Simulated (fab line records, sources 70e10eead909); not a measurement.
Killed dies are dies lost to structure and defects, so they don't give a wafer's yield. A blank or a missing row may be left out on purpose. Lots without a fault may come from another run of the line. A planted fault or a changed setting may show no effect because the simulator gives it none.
Chamber matching | flow nand_harc | NHARC_P_GATE_STRIP_101 on rie_diel-13: 4 sister chambers
The step strips in O2, time 20 s. 14 wafers are shown with their chamber, then 7 later ones without.

WAFERS WITH THEIR CHAMBER
wafer  | chamber | showerhead_plenum_p_Torr (Torr) | oes_product_au (a.u.) | throttle_valve_pct (%)
L365.1 | 0       | 3.61                            | 1.003                 | 17.025
L365.4 | 3       | 3.38                            | 1.014                 | 17.015
L365.6 | 2       | 3.78                            | 0.983                 | 17.057
L366.4 | 2       | 3.78                            | 0.997                 | 17.037
L366.5 | 2       | 3.77                            | 0.985                 | 17.035
L366.6 | 3       | 3.38                            | 1.014                 | 17.046
L380.2 | 1       | 3.50                            | 0.987                 | 17.024
L380.5 | 1       | 3.50                            | 0.992                 | 17.021
L380.6 | 2       | 3.77                            | 0.981                 | 17.025
L381.1 | 1       | 3.50                            | 0.989                 | 17.028
L381.4 | 0       | 3.61                            | 1.005                 | 17.033
L381.5 | 3       | 3.37                            | 1.017                 | 17.028
L382.1 | 0       | 3.61                            | 1.002                 | 17.044
L382.5 | 3       | 3.37                            | 1.012                 | 17.037

SIGNATURES (means of the wafers above)
reading                  | chamber 0 | chamber 1 | chamber 2 | chamber 3 | scatter within a chamber
showerhead_plenum_p_Torr | 3.6100    | 3.5000    | 3.7750    | 3.3750    | 0.00447
oes_product_au           | 1.00333   | 0.98933   | 0.98650   | 1.01425   | 0.0043
throttle_valve_pct       | 17.03400  | 17.02433  | 17.03850  | 17.03150  | 0.0113
Rule: a wafer's distance from a chamber is the root of the sum, over the readings, of the square of ((its reading less the chamber's mean) divided by the reading's scatter). The wafer belongs to the nearest chamber; if the next one is less than 2 further off, it can't be placed. The scatter: the root of (the sum of the squares of (reading less its chamber's mean) over the shown wafers, divided by (wafers less chambers)).

WAFERS WITHOUT THEIR CHAMBER
wafer  | showerhead_plenum_p_Torr (Torr) | oes_product_au (a.u.) | throttle_valve_pct (%)
L382.6 | 3.61                            | 0.996                 | 17.049
L383.2 | 3.37                            | 1.013                 | 17.033
L383.3 | 3.61                            | 0.996                 | 17.042
L383.5 | 3.61                            | 0.993                 | 17.026
L384.3 | 3.61                            | 0.991                 | 17.033
L384.4 | 3.50                            | 0.984                 | 17.028
L384.5 | 3.77                            | 0.997                 | 17.044

WHICH CHAMBER EACH WENT THROUGH
wafer  | from the rows above | in truth
L382.6 | 0                   | 0
L383.2 | 3                   | 3
L383.3 | 0                   | 0
L383.5 | 0                   | 0
L384.3 | 0                   | 0
L384.4 | 1                   | 1
L384.5 | 2                   | 2
Placed correctly: 7 of 7. Can't be placed from these rows: 0. Placed wrongly: 0.
